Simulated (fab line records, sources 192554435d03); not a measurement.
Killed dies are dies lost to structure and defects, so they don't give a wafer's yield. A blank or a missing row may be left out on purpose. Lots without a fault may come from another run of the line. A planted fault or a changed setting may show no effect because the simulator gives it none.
Chamber matching | flow n5_finfet | N5_BEOL_M14_CMP_49 on cmp-02: 4 sister chambers
The step polishes, stops on SiO2, t overpolish 5.2 s, target thk 560 nm. 4 wafers are shown with their chamber, then 7 later ones without.

WAFERS WITH THEIR CHAMBER
wafer  | chamber | overpolish_run_s (s)
L080.3 | 3       | 5.204
L083.3 | 1       | 5.174
L089.2 | 2       | 5.203
L089.3 | 0       | 5.202

WAFERS WITHOUT THEIR CHAMBER
wafer  | overpolish_run_s (s)
L089.4 | 5.208
L087.1 | 5.193
L087.3 | 5.203
L087.5 | 5.200
L093.1 | 5.202
L093.4 | 5.210
L093.5 | 5.213

WHICH CHAMBER EACH WENT THROUGH
wafer  | from the rows above               | in truth
L089.4 | can't be placed: 3 or 2 or 0      | 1
L087.1 | can't be placed: 0 or 2 or 3 or 1 | 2
L087.3 | can't be placed: 2 or 3 or 0      | 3
L087.5 | can't be placed: 0 or 2 or 3      | 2
L093.1 | can't be placed: 0 or 2 or 3      | 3
L093.4 | can't be placed: 3 or 2 or 0      | 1
L093.5 | can't be placed: 3 or 2 or 0      | 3
Placed correctly: 0 of 7. Can't be placed from these rows: 7 (the true chamber is among the candidates in 5). Placed wrongly: 0.
How it was worked out, from the rows above alone: a wafer's distance from a chamber is the root of the sum, over the readings, of the square of ((its reading less the chamber's mean) divided by the reading's scatter). The wafer belongs to the nearest chamber; if the next one is less than 2 further off, it can't be placed. A chamber's mean is the mean of its shown wafers. The scatter: with one shown wafer a chamber, the root of the mean of the squares of how far each hidden wafer lies from its nearest shown one.
